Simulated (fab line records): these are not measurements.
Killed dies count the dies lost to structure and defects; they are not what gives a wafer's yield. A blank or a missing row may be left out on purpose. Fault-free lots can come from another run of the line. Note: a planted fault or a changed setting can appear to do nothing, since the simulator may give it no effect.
Which tool did it? || flow nand_harc || 12 lots, 36 wafers sampled, at 5 steps of a route of 1302

== WHAT EACH GAUGE READ, for each wafer ==
NHARC_END_SORT_01. Usual: killed_at_array 53, standard deviation 18; killed_at_other 0.8, standard deviation 1.1; killed_at_periphery 4.1, standard deviation 2.7; killed_dies 58, standard deviation 18; killed_open 3.1, standard deviation 1.7; killed_short 2.7, standard deviation 1.7.
{"lot": "L939", "measured": "day 27 06:23", "on": "prober-01", "killed_at_array": "51 34 52", "killed_at_other": "1 0 0", "killed_at_periphery": "5 1 6", "killed_dies": "57 35 58", "killed_open": "2 2 3", "killed_short": "2 0 1", "flag": ""}
{"lot": "L949", "measured": "day 31 13:25", "on": "prober-01", "killed_at_array": "60 91 72", "killed_at_other": "0 1 0", "killed_at_periphery": "1 3 2", "killed_dies": "61 95 74", "killed_open": "4 3 4", "killed_short": "4 4 2", "flag": ""}
{"lot": "L950", "measured": "day 31 13:26", "on": "prober-02", "killed_at_array": "26 30 23", "killed_at_other": "5 0 5", "killed_at_periphery": "2 1 0", "killed_dies": "33 31 28", "killed_open": "4 2 1", "killed_short": "3 7 3", "flag": ""}
{"lot": "L956", "measured": "day 34 09:50", "on": "prober-02", "killed_at_array": "72 90 72", "killed_at_other": "0 1 2", "killed_at_periphery": "5 3 4", "killed_dies": "77 94 78", "killed_open": "1 2 4", "killed_short": "2 4 4", "flag": ""}

== WHAT TOOL EACH LOT RAN ON (gives the tool, then ch and the chambers of the sampled wafers, and finally the start) ==
{"lot": "L936", "NHARC_A_SLIT_DESCUM_14": "rie_diel-04 ch 0,1, day 20 15:22", "NHARC_A_WL_FILL_ALD_00": "ald_hk-04 ch 1,2,3, day 21 03:22", "NHARC_A_WL_FILL_RTA_01": "rtp_anneal-01 ch 0, day 21 03:36", "NHARC_A_WL_FILL_ETCHBACK_04": "rie_metal-01 ch 0,1, day 21 04:37"}
{"lot": "L934", "NHARC_A_SLIT_DESCUM_14": "rie_diel-03 ch 0,1,3, day 20 15:44", "NHARC_A_WL_FILL_ALD_00": "ald_hk-02 ch 0,2, day 21 06:46", "NHARC_A_WL_FILL_RTA_01": "rtp_anneal-01 ch 0, day 21 07:00", "NHARC_A_WL_FILL_ETCHBACK_04": "rie_metal-01 ch 0,1, day 21 08:01"}
{"lot": "L939", "NHARC_A_SLIT_DESCUM_14": "rie_diel-03 ch 0,2,3, day 22 17:42", "NHARC_A_WL_FILL_ALD_00": "ald_hk-04 ch 2,3, day 23 06:55", "NHARC_A_WL_FILL_RTA_01": "rtp_anneal-02 ch 0, day 23 07:20", "NHARC_A_WL_FILL_ETCHBACK_04": "rie_metal-01 ch 0,1, day 23 08:22"}
{"lot": "L940", "NHARC_A_SLIT_DESCUM_14": "rie_diel-09 ch 0,1,3, day 23 10:53", "NHARC_A_WL_FILL_ALD_00": "ald_hk-03 ch 0,1,2, day 24 01:32", "NHARC_A_WL_FILL_RTA_01": "rtp_anneal-02 ch 0, day 24 01:48", "NHARC_A_WL_FILL_ETCHBACK_04": "rie_metal-01 ch 0,1, day 24 02:54"}
{"lot": "L948", "NHARC_A_SLIT_DESCUM_14": "rie_diel-03 ch 0,1,2, day 25 14:47", "NHARC_A_WL_FILL_ALD_00": "ald_hk-04 ch 1,2, day 26 06:09", "NHARC_A_WL_FILL_RTA_01": "rtp_anneal-01 ch 0, day 26 06:29", "NHARC_A_WL_FILL_ETCHBACK_04": "rie_metal-02 ch 0,1, day 26 07:34"}
{"lot": "L949", "NHARC_A_SLIT_DESCUM_14": "rie_diel-03 ch 0,3, day 27 01:10", "NHARC_A_WL_FILL_ALD_00": "ald_hk-02 ch 0,1,2, day 27 16:15", "NHARC_A_WL_FILL_RTA_01": "rtp_anneal-01 ch 0, day 27 16:31", "NHARC_A_WL_FILL_ETCHBACK_04": "rie_metal-02 ch 0,1, day 27 17:32"}
{"lot": "L950", "NHARC_A_SLIT_DESCUM_14": "rie_diel-09 ch 2,3, day 27 02:17", "NHARC_A_WL_FILL_ALD_00": "ald_hk-02 ch 0,2,3, day 27 18:33", "NHARC_A_WL_FILL_RTA_01": "rtp_anneal-02 ch 0, day 27 18:49", "NHARC_A_WL_FILL_ETCHBACK_04": "rie_metal-03 ch 0,1, day 27 19:52"}
{"lot": "L951", "NHARC_A_SLIT_DESCUM_14": "rie_diel-09 ch 0,2,3, day 27 16:19", "NHARC_A_WL_FILL_ALD_00": "ald_hk-02 ch 0,2, day 28 05:15", "NHARC_A_WL_FILL_RTA_01": "rtp_anneal-01 ch 0, day 28 05:34", "NHARC_A_WL_FILL_ETCHBACK_04": "rie_metal-01 ch 0,1, day 28 06:36"}
{"lot": "L952", "NHARC_A_SLIT_DESCUM_14": "rie_diel-04 ch 0,2,3, day 27 16:52", "NHARC_A_WL_FILL_ALD_00": "ald_hk-02 ch 2,3, day 28 05:25", "NHARC_A_WL_FILL_RTA_01": "rtp_anneal-02 ch 0, day 28 05:41", "NHARC_A_WL_FILL_ETCHBACK_04": "rie_metal-03 ch 0,1, day 28 06:42"}
{"lot": "L953", "NHARC_A_SLIT_DESCUM_14": "rie_diel-09 ch 1,2,3, day 28 12:55", "NHARC_A_WL_FILL_ALD_00": "ald_hk-04 ch 0,1,2, day 29 02:52", "NHARC_A_WL_FILL_RTA_01": "rtp_anneal-01 ch 0, day 29 03:07", "NHARC_A_WL_FILL_ETCHBACK_04": "rie_metal-02 ch 0,1, day 29 04:26"}
{"lot": "L955", "NHARC_A_SLIT_DESCUM_14": "rie_diel-04 ch 1,3, day 29 16:10", "NHARC_A_WL_FILL_ALD_00": "ald_hk-04 ch 0,3, day 30 05:58", "NHARC_A_WL_FILL_RTA_01": "rtp_anneal-02 ch 0, day 30 06:14", "NHARC_A_WL_FILL_ETCHBACK_04": "rie_metal-02 ch 0,1, day 30 07:16"}
{"lot": "L956", "NHARC_A_SLIT_DESCUM_14": "rie_diel-09 ch 0,1,3, day 29 16:35", "NHARC_A_WL_FILL_ALD_00": "ald_hk-04 ch 1,2, day 30 06:08", "NHARC_A_WL_FILL_RTA_01": "rtp_anneal-01 ch 0, day 30 06:24", "NHARC_A_WL_FILL_ETCHBACK_04": "rie_metal-01 ch 1, day 30 07:25"}
- NHARC_A_SLIT_DESCUM_14: chemistry O2, time 3 s.
- NHARC_A_WL_FILL_ALD_00: deposits Al2O3, target thk 3 nm, pulse time 3 s, ald cycles 30.
- NHARC_A_WL_FILL_RTA_01: time 5 s.
- NHARC_A_WL_FILL_ETCHBACK_04: etches the open film in NF3, target depth 60 nm, time 120 s.

== WHAT THE TOOLS THEMSELVES READ (means of the sampled wafers that have a number; where no wafer has one, the mark that the record gives instead) ==
NHARC_A_SLIT_DESCUM_14. Usual: drypump_motor_current_A 5.6 A, standard deviation 0.34; oes_product_au 0.999 a.u., standard deviation 0.012; rf_vpp_V 57.6 V, standard deviation 0.84; showerhead_plenum_p_Torr 1.88 Torr, standard deviation 0.074; throttle_valve_pct 11.313 %, standard deviation 0.008.
{"lot": "L936", "tool": "rie_diel-04", "drypump_motor_current_A (A)": 5.7, "oes_product_au (a.u.)": 0.999, "rf_vpp_V (V)": 57.6, "showerhead_plenum_p_Torr (Torr)": 1.88, "throttle_valve_pct (%)": 11.310, "flag": ""}
{"lot": "L934", "tool": "rie_diel-03", "drypump_motor_current_A (A)": 5.9, "oes_product_au (a.u.)": 0.994, "rf_vpp_V (V)": 58.3, "showerhead_plenum_p_Torr (Torr)": 1.89, "throttle_valve_pct (%)": 11.313, "flag": ""}
{"lot": "L939", "tool": "rie_diel-03", "drypump_motor_current_A (A)": 5.8, "oes_product_au (a.u.)": 1.001, "rf_vpp_V (V)": 57.6, "showerhead_plenum_p_Torr (Torr)": 1.90, "throttle_valve_pct (%)": 11.312, "flag": ""}
{"lot": "L940", "tool": "rie_diel-09", "drypump_motor_current_A (A)": 5.5, "oes_product_au (a.u.)": 0.999, "rf_vpp_V (V)": 58.2, "showerhead_plenum_p_Torr (Torr)": 1.88, "throttle_valve_pct (%)": 11.316, "flag": ""}
{"lot": "L948", "tool": "rie_diel-03", "drypump_motor_current_A (A)": 5.8, "oes_product_au (a.u.)": 0.988, "rf_vpp_V (V)": 58.0, "showerhead_plenum_p_Torr (Torr)": 1.93, "throttle_valve_pct (%)": 11.310, "flag": ""}
{"lot": "L949", "tool": "rie_diel-03", "drypump_motor_current_A (A)": 5.7, "oes_product_au (a.u.)": 0.997, "rf_vpp_V (V)": 57.7, "showerhead_plenum_p_Torr (Torr)": 1.90, "throttle_valve_pct (%)": 11.311, "flag": ""}
{"lot": "L950", "tool": "rie_diel-09", "drypump_motor_current_A (A)": 5.2, "oes_product_au (a.u.)": 1.005, "rf_vpp_V (V)": 56.9, "showerhead_plenum_p_Torr (Torr)": 1.83, "throttle_valve_pct (%)": 11.315, "flag": ""}
{"lot": "L951", "tool": "rie_diel-09", "drypump_motor_current_A (A)": 5.5, "oes_product_au (a.u.)": 1.010, "rf_vpp_V (V)": 57.5, "showerhead_plenum_p_Torr (Torr)": 1.88, "throttle_valve_pct (%)": 11.310, "flag": ""}
{"lot": "L952", "tool": "rie_diel-04", "drypump_motor_current_A (A)": 5.5, "oes_product_au (a.u.)": 1.002, "rf_vpp_V (V)": 57.7, "showerhead_plenum_p_Torr (Torr)": 1.89, "throttle_valve_pct (%)": 11.317, "flag": ""}
{"lot": "L953", "tool": "rie_diel-09", "drypump_motor_current_A (A)": 5.2, "oes_product_au (a.u.)": 1.001, "rf_vpp_V (V)": 58.1, "showerhead_plenum_p_Torr (Torr)": 1.82, "throttle_valve_pct (%)": 11.310, "flag": ""}
{"lot": "L955", "tool": "rie_diel-04", "drypump_motor_current_A (A)": 5.5, "oes_product_au (a.u.)": 0.990, "rf_vpp_V (V)": 57.9, "showerhead_plenum_p_Torr (Torr)": 1.82, "throttle_valve_pct (%)": 11.312, "flag": ""}
{"lot": "L956", "tool": "rie_diel-09", "drypump_motor_current_A (A)": 5.5, "oes_product_au (a.u.)": 0.998, "rf_vpp_V (V)": 57.4, "showerhead_plenum_p_Torr (Torr)": 1.88, "throttle_valve_pct (%)": 11.312, "flag": ""}

NHARC_A_WL_FILL_ALD_00. Usual: heater_power_outer_w 264 W, standard deviation 34; heater_power_w 474 W, standard deviation 58; precursor_pulse_height_rel 0.999, standard deviation 0.02.
{"lot": "L936", "tool": "ald_hk-04", "heater_power_outer_w (W)": 259, "heater_power_w (W)": 483, "precursor_pulse_height_rel": 1.013, "flag": ""}
{"lot": "L934", "tool": "ald_hk-02", "heater_power_outer_w (W)": 219, "heater_power_w (W)": 377, "precursor_pulse_height_rel": 0.986, "flag": ""}
{"lot": "L939", "tool": "ald_hk-04", "heater_power_outer_w (W)": 259, "heater_power_w (W)": 468, "precursor_pulse_height_rel": 0.999, "flag": ""}
{"lot": "L940", "tool": "ald_hk-03", "heater_power_outer_w (W)": 285, "heater_power_w (W)": 496, "precursor_pulse_height_rel": 0.996, "flag": ""}
{"lot": "L948", "tool": "ald_hk-04", "heater_power_outer_w (W)": 275, "heater_power_w (W)": 483, "precursor_pulse_height_rel": 0.990, "flag": ""}
{"lot": "L949", "tool": "ald_hk-02", "heater_power_outer_w (W)": 238, "heater_power_w (W)": 421, "precursor_pulse_height_rel": 0.991, "flag": ""}
{"lot": "L950", "tool": "ald_hk-02", "heater_power_outer_w (W)": 243, "heater_power_w (W)": 434, "precursor_pulse_height_rel": 0.995, "flag": ""}
{"lot": "L951", "tool": "ald_hk-02", "heater_power_outer_w (W)": 225, "heater_power_w (W)": 395, "precursor_pulse_height_rel": 1.014, "flag": ""}
{"lot": "L952", "tool": "ald_hk-02", "heater_power_outer_w (W)": 273, "heater_power_w (W)": 486, "precursor_pulse_height_rel": 0.999, "flag": ""}
{"lot": "L953", "tool": "ald_hk-04", "heater_power_outer_w (W)": 254, "heater_power_w (W)": 470, "precursor_pulse_height_rel": 1.009, "flag": ""}
{"lot": "L955", "tool": "ald_hk-04", "heater_power_outer_w (W)": 256, "heater_power_w (W)": 468, "precursor_pulse_height_rel": 1.017, "flag": ""}
{"lot": "L956", "tool": "ald_hk-04", "heater_power_outer_w (W)": 275, "heater_power_w (W)": 477, "precursor_pulse_height_rel": 0.990, "flag": ""}

NHARC_A_WL_FILL_RTA_01. Usual: lamp_power_pct 31.7 %, standard deviation 1; lamp_zone_1_pct 31.7 %, standard deviation 1; wafer_temp_C_max 1004.2, standard deviation 0.91.
{"lot": "L936", "tool": "rtp_anneal-01", "lamp_power_pct (%)": 32.6, "lamp_zone_1_pct (%)": 32.6, "wafer_temp_C_max": 1004.3, "flag": ""}
{"lot": "L934", "tool": "rtp_anneal-01", "lamp_power_pct (%)": 32.5, "lamp_zone_1_pct (%)": 32.6, "wafer_temp_C_max": 1005.1, "flag": ""}
{"lot": "L939", "tool": "rtp_anneal-02", "lamp_power_pct (%)": 30.5, "lamp_zone_1_pct (%)": 30.5, "wafer_temp_C_max": 1003.5, "flag": ""}
{"lot": "L940", "tool": "rtp_anneal-02", "lamp_power_pct (%)": 30.5, "lamp_zone_1_pct (%)": 30.5, "wafer_temp_C_max": 1003.5, "flag": ""}
{"lot": "L948", "tool": "rtp_anneal-01", "lamp_power_pct (%)": 32.5, "lamp_zone_1_pct (%)": 32.5, "wafer_temp_C_max": 1004.3, "flag": ""}
{"lot": "L949", "tool": "rtp_anneal-01", "lamp_power_pct (%)": 32.5, "lamp_zone_1_pct (%)": 32.6, "wafer_temp_C_max": 1004.1, "flag": ""}
{"lot": "L950", "tool": "rtp_anneal-02", "lamp_power_pct (%)": 30.5, "lamp_zone_1_pct (%)": 30.5, "wafer_temp_C_max": 1003.3, "flag": ""}
{"lot": "L951", "tool": "rtp_anneal-01", "lamp_power_pct (%)": 32.5, "lamp_zone_1_pct (%)": 32.5, "wafer_temp_C_max": 1004.7, "flag": ""}
{"lot": "L952", "tool": "rtp_anneal-02", "lamp_power_pct (%)": 30.5, "lamp_zone_1_pct (%)": 30.5, "wafer_temp_C_max": 1003.6, "flag": ""}
{"lot": "L953", "tool": "rtp_anneal-01", "lamp_power_pct (%)": 32.6, "lamp_zone_1_pct (%)": 32.5, "wafer_temp_C_max": 1005.8, "flag": ""}
{"lot": "L955", "tool": "rtp_anneal-02", "lamp_power_pct (%)": 30.4, "lamp_zone_1_pct (%)": 30.5, "wafer_temp_C_max": 1003.8, "flag": ""}
{"lot": "L956", "tool": "rtp_anneal-01", "lamp_power_pct (%)": 32.6, "lamp_zone_1_pct (%)": 32.5, "wafer_temp_C_max": 1004.7, "flag": ""}

NHARC_A_WL_FILL_ETCHBACK_04. Usual: drypump_motor_current_A 5.4 A, standard deviation 0.32; oes_product_au 1.003 a.u., standard deviation 0.0091.
{"lot": "L936", "tool": "rie_metal-01", "drypump_motor_current_A (A)": 5.3, "oes_product_au (a.u.)": 1.008, "flag": ""}
{"lot": "L934", "tool": "rie_metal-01", "drypump_motor_current_A (A)": 5.2, "oes_product_au (a.u.)": 0.995, "flag": ""}
{"lot": "L939", "tool": "rie_metal-01", "drypump_motor_current_A (A)": 5.2, "oes_product_au (a.u.)": 0.826, "flag": "OFF"}
{"lot": "L940", "tool": "rie_metal-01", "drypump_motor_current_A (A)": 5.2, "oes_product_au (a.u.)": 0.828, "flag": "OFF"}
{"lot": "L948", "tool": "rie_metal-02", "drypump_motor_current_A (A)": 5.8, "oes_product_au (a.u.)": 1.000, "flag": ""}
{"lot": "L949", "tool": "rie_metal-02", "drypump_motor_current_A (A)": 5.6, "oes_product_au (a.u.)": 1.011, "flag": ""}
{"lot": "L950", "tool": "rie_metal-03", "drypump_motor_current_A (A)": 5.1, "oes_product_au (a.u.)": 1.006, "flag": ""}
{"lot": "L951", "tool": "rie_metal-01", "drypump_motor_current_A (A)": 5.2, "oes_product_au (a.u.)": 1.000, "flag": ""}
{"lot": "L952", "tool": "rie_metal-03", "drypump_motor_current_A (A)": 5.2, "oes_product_au (a.u.)": 0.998, "flag": ""}
{"lot": "L953", "tool": "rie_metal-02", "drypump_motor_current_A (A)": 5.6, "oes_product_au (a.u.)": 1.005, "flag": ""}
{"lot": "L955", "tool": "rie_metal-02", "drypump_motor_current_A (A)": 5.8, "oes_product_au (a.u.)": 0.999, "flag": ""}
{"lot": "L956", "tool": "rie_metal-01", "drypump_motor_current_A (A)": 5.1, "oes_product_au (a.u.)": 1.011, "flag": ""}

== THE ANSWER, worked out from the rows above alone ==
Rule: lot off if the mean of its wafers having a number is beyond 3 standard deviations from the usual mean. A lot without any number at a reading at which 4 lots or more have one is off too. Any other lot the step has rows for is counted as sound. After the gauges, taken in route order, come the tools' own readings; for these a lot's mean is taken, as printed above. The first step at which some lot is off is used, and at that step the reading that is off furthest; a lot without a number counts as furthest.
Off at NHARC_A_WL_FILL_ETCHBACK_04 (oes_product_au): L939, L940.
If a tool, at that step or one of the process steps before it, ran each lot that is off and ran no sound lot following the first of them, it fits. Of those tried, none fits.

== WHAT HAD BEEN PUT IN BY THE SIMULATOR ==
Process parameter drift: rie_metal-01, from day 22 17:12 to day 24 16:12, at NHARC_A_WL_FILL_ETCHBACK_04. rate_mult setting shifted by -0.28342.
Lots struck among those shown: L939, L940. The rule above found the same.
